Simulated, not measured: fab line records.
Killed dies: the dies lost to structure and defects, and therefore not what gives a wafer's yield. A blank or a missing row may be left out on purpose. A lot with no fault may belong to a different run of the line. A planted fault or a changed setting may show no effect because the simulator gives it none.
Comparing a struck lot with a sound one    flow n5Finfet    28 out of 1938 route steps
Sound: wafers L965.1, L965.2, L965.3. Struck: wafer L953.5. (L953.6 of the same lot was not struck and is left out.) The cause comes at the end.
For every step that has rows: the tool of each side, followed by ch and its chambers, followed by its first start. Under that, the readings that differ: sound wafers    struck wafers    difference of the means    sigmas: that difference in standard deviations of wafers without a fault.
alike: a reading whose means differ by less than 2 such deviations, as well as words and numbers matching on both sides. not compared: withheld readings; readings where some wafer has no value; bounds like >300 that might hide an equal value; numbers whose values overlap and for which the record gives no deviation.
The two part at a step that has a row with sigmas, a row that says differs or no value, or rows on one side only. Numbers that have no deviation but don't overlap get no sigmas and don't part them. Lack of a reading on every wafer of one side parts them only where that side has two or more wafers.

first, 8 steps without rows for these wafers: N5_MOL_CONTACT_COAG_ANNEAL_112 (time 1800 s); N5_BEOL_M0_SAQP_PECVD_00 (deposits SiCN from 3MS/NH3, target thk 8 nm, time 14 s); N5_BEOL_M0_SAQP_ILD_DEP_01 (deposits SiOC from DEMS/O2, target thk 45.419 nm, time 8.7 s); N5_BEOL_M0_SAQP_HM_DEP_02 (deposits TiN, target thk 12 nm); N5_BEOL_M0_SAQP_PECVD_03 (deposits SiCN from 3MS/NH3, target thk 12 nm, time 21.1 s); N5_BEOL_M0_SAQP_PECVD_96 (deposits a-Si from SiH4/He, target thk 45 nm, time 45.2 s); N5_BEOL_M0_SAQP_PECVD_97 (deposits SiNx from SiH4/NH3/N2, target thk 23 nm, time 19.9 s); N5_BEOL_M0_SAQP_PECVD_04 (deposits a-Si from SiH4/He, target thk 60 nm, time 60.2 s).
N5_BEOL_M0_SAQP_HM_DEP_111: deposits SiO2 from SiH4/N2O, target thk 12 nm, time 7.2 s.
  sound on pecvd-01 ch 0,1,2, day 10 01:13; struck on pecvd-04 ch 0, day 7 05:14
reading                                           sound           struck  difference  sigmas
heaterPowerW (W)                                  729 659 781     872     +149        +2
showerheadPlenumPTorr (Torr)                      7.95 7.75 8.01  8.39    +0.49       +3
model.SiO2_of_BEOL_M0_SAQP_HM_DEP_111.thkNm (nm)  12.2 12.2 12.2  9       -3          
  not compared: susceptorTempC
then, 12 steps without rows for these wafers: N5_BEOL_M0_SAQP_COAT_81 (time 60 s, resist thk 100 nm); N5_BEOL_M0_SAQP_COAT_82 (time 60 s, resist thk 30 nm); N5_BEOL_M0_SAQP_COAT_08 (resist thk 90 nm); N5_BEOL_M0_SAQP_EBR_10; N5_BEOL_M0_SAQP_SOFTBAKE_09 (time 60 s); N5_BEOL_M0_SAQP_EXPOSE_11 (exposes mask M0 CORE, target cd 42 nm); N5_BEOL_M0_SAQP_PEB_12 (peb time 60 s); N5_BEOL_M0_SAQP_DEVELOP_13 (develop time 30 s); N5_BEOL_M0_SAQP_DESCUM_19 (chemistry O2, time 7.9 s); N5_BEOL_M0_SAQP_ETCH_83 (etches SiARC in CF4, target depth 39 nm, time 65 s); N5_BEOL_M0_SAQP_ETCH_84 (etches SOC in N2/H2, target depth 100 nm, overetch 20 nm, time 150 s); N5_BEOL_M0_SAQP_STRIP_80 (strips in N2/H2).
N5_BEOL_M0_SAQP_HM_OPEN_112: chemistry CHF3/O2, target SiO2, stops on a-Si, target depth 12 nm, time 13.5 s.
  sound on rieDiel-04 ch 0,1,2, day 10 01:56; struck on rieDiel-03 ch 3, day 7 06:01
reading                   sound             struck  difference  sigmas
drypumpMotorCurrentA (A)  5.6 5.3 4.8       6.2     +1.0        +2
model.etch.depthNm (nm)   12.2 12.11 12.14  8.925   -3.225      
  alike: oesProductAu, rfVppV, showerheadPlenumPTorr, throttleValvePct
  not compared: rfHoursCounterH
then, 3 steps without rows for these wafers: N5_BEOL_M0_SAQP_STRIP_113 (strips in CHF3/O2); N5_BEOL_M0_SAQP_MANDREL_ETCH_20 (etches a-Si in HBr/Cl2, stops on SiNx, target depth 60 nm, bt time 10 s, time 30 s); N5_BEOL_M0_SAQP_STRIP_86 (strips in N2/H2).
N5_BEOL_M0_SAQP_STRIP_115: strips in post etch residue remover, time 60 s.
  sound on wetBench-04 ch 3,4,7, day 10 02:11; struck on wetBench-04 ch 0, day 7 06:19
reading                                           sound     struck  difference  sigmas
model.SiO2_of_BEOL_M0_SAQP_HM_DEP_111.thkNm (nm)  12 12 12  8.8     -3.2        
then, 1 step without rows for these wafers: N5_BEOL_M0_SAQP_SRD_93 (time 30 s).
-- a jump in the record: the struck wafers' starts before and after are 3 days apart (it breaks off in module BEOL_M0_SAQP and resumes in module BEOL_M4, where the first step shown is number 1111 of the route) --
N5_BEOL_M4_RC_MEAS_101:
  sound on prober-01 ch 0, day 12 22:47; struck on prober-02 ch 0, day 10 04:22
reading         sound           struck  difference  sigmas
IOFF_P (nA/um)  0.26 0.27 0.21  0.18    -0.07       -2
  alike: DIBL_N, DIBL_P, IOFF_N, ION_N, ION_P, SS_N, SS_P, VT_N, VT_P

== WHERE THEY PART ==
Earliest at N5_BEOL_M0_SAQP_HM_DEP_111; latest, in this record, at N5_BEOL_M4_RC_MEAS_101.

WHY: what the simulator had put in
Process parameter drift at N5_BEOL_M0_SAQP_HM_DEP_111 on pecvd-04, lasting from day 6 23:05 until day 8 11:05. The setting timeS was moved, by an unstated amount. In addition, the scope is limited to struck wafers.
